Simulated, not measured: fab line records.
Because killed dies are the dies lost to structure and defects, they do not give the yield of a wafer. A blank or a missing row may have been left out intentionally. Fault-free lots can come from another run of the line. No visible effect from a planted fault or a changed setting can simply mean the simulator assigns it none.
Chamber matching    flow nandHarc    NHARC_A_M0_ETCH_34 on rieDiel-01 has 4 sister chambers
The step etches the open film in N2/H2, target depth 40 nm, overetch 12 nm, time 43.94 s. 4 wafers are shown with their chamber, then 9 later ones without.

WAFERS PAIRED WITH THEIR CHAMBERS
wafer   chamber  drypumpMotorCurrentA (A)
L078.2  2        5.6
L082.5  3        5.9
L085.5  0        5.8
L085.6  1        5.3

WAFERS WITHOUT THEIR CHAMBER
wafer   drypumpMotorCurrentA (A)
L087.1  5.6
L087.2  6.0
L087.4  5.3
L095.2  5.6
L095.5  5.6
L095.6  6.0
L094.1  5.6
L094.4  5.9
L094.6  5.3

THE CHAMBER EACH PASSED THROUGH
wafer    from the rows above   in truth
L087.1   2                     2
L087.2   3                     3
L087.4   1                     1
L095.2   2                     2
L095.5   2                     2
L095.6   3                     3
L094.1   2                     2
L094.4   3                     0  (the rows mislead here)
L094.6   1                     1
Placed correctly: 8 of 9. Left unplaced by these rows: 0. Wrongly placed: 1.
How it was worked out, from the rows above alone: a wafer's distance from a chamber is the root of the sum, over the readings, of the square of ((its reading less the chamber's mean) divided by the reading's scatter). If the next closest chamber is less than 2 further off than the closest, the wafer can't be placed; otherwise it belongs to the closest. Each chamber's mean is taken over the wafers shown for it. The scatter: root of mean squared gap, hidden wafer to nearest shown wafer, with one shown wafer a chamber.
